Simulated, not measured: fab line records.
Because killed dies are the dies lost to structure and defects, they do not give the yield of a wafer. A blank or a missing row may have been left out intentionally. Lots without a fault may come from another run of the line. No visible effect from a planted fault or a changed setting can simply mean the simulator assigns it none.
A single fault, viewed from 2 desks :: flow n5-finfet :: every desk sees just its own numbers, and what lay behind them comes last

## FROM THE METROLOGY DESK
Lot by lot, what the gauges showed, no matter which tool ran the lot: averages of those sampled wafers that carry a number. Marked OUT: a lot whose mean sits more than 4 standard deviations from the usual mean, which makes it out of limits; the brackets give that distance. Of its 11 readings 7 are shown: those that lie furthest out on some lot.
Columns: A = DIBL_N at N5_BEOL_M4_RC_MEAS_101, usual 37.2 mV/V; B = DIBL_P at N5_BEOL_M4_RC_MEAS_101, usual 38 mV/V; C = IOFF_P at N5_BEOL_M4_RC_MEAS_101, usual 0.24 nA/um; D = ION_P at N5_BEOL_M4_RC_MEAS_101, usual 461 uA/um; E = SS_N at N5_BEOL_M4_RC_MEAS_101, usual 71.8 mV/dec; F = SS_P at N5_BEOL_M4_RC_MEAS_101, usual 73.6 mV/dec; G = VT_P at N5_BEOL_M4_RC_MEAS_101, usual -249 mV
lot: L992
first seen here: day 8 07:10
A: 36.8
B: 37
C: 0.20
D: 455
E: 71.5
F: 73.6
G: -253

lot: L994
first seen here: day 9 11:11
A: 37.7
B: 40
C: 0.26
D: 463
E: 72.0
F: 74.4
G: -249

lot: L999
first seen here: day 9 15:33
A: 37.4
B: 37
C: 0.24
D: 464
E: 71.6
F: 73.6
G: -250

lot: L101
first seen here: day 10 06:31
A: 38.3
B: 40
C: 0.26
D: 464
E: 72.1
F: 73.9
G: -247

lot: L102
first seen here: day 10 17:22
A: 36.4
B: 37
C: 0.22
D: 455
E: 72.4
F: 73.7
G: -251

lot: L104
first seen here: day 11 13:14
A: 39.0
B: 38
C: 0.35
D: 479
E: 72.4
F: 73.6
G: -241

lot: L109
first seen here: day 12 07:59
A: 37.2
B: 36
C: 0.22
D: 453
E: 72.2
F: 73.2
G: -249

lot: L112
first seen here: day 13 02:53
A: 37.2
B: 37
C: 0.24
D: 460
E: 71.6
F: 73.5
G: -248

lot: L115
first seen here: day 14 02:14
A: 32.9
B: 34
C: 0.16
D: 456
E: 70.4
F: 72.1
G: -254

lot: L114
first seen here: day 14 03:52
A: 38.4
B: 36
C: 0.23
D: 457
E: 71.9
F: 72.6
G: -249
Finding of this desk: none of the 10 lots has anything out of limits.

## AT THE TOOL OWNER'S DESK: pecvd-04
The tool's own readings at N5_PASSIVATION_PECVD_53 (deposits SiO2 from TEOS/O2, target thk 800 nm, time 169.4 s): means of the sampled wafers that have a number, for each lot that ran on this tool. Marked OUT: a lot whose mean sits more than 4 standard deviations from the usual mean, which makes it out of limits; the brackets give that distance.
Columns: A = run-length-s at N5_PASSIVATION_PECVD_53, usual 197.3 s
lot: L101
first seen here: day 14 20:26
A: 197.6

lot: L102
first seen here: day 15 00:20
A: 197.6

lot: L104
first seen here: day 15 13:12
A: 279.9 (+99 or more) OUT

lot: L109
first seen here: day 16 14:32
A: 280.3 (+99 or more) OUT
This desk's finding: out of limits on L104, L109; first on L104, day 15 13:12 (run-length-s at N5_PASSIVATION_PECVD_53). In limits: L101, L102.

## PUT TOGETHER
An alarm could have come from the tool owner's desk at day 15 13:12, on L104, L109.
Nothing out of limits was seen by the metrology desk.
The metrology desk holds a record of L104, L109, inside its limits.
Every lot named ran N5_PASSIVATION_PECVD_53 on pecvd-04.

## WHAT WAS PUT IN BY THE SIMULATOR
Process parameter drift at N5_PASSIVATION_PECVD_53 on pecvd-04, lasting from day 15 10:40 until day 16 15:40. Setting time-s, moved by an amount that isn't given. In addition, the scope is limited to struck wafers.
Shown lots that were struck: L104, L109.
Delay in hours, fault start to first out-of-limits reading, by desk: the tool owner's desk at 3.
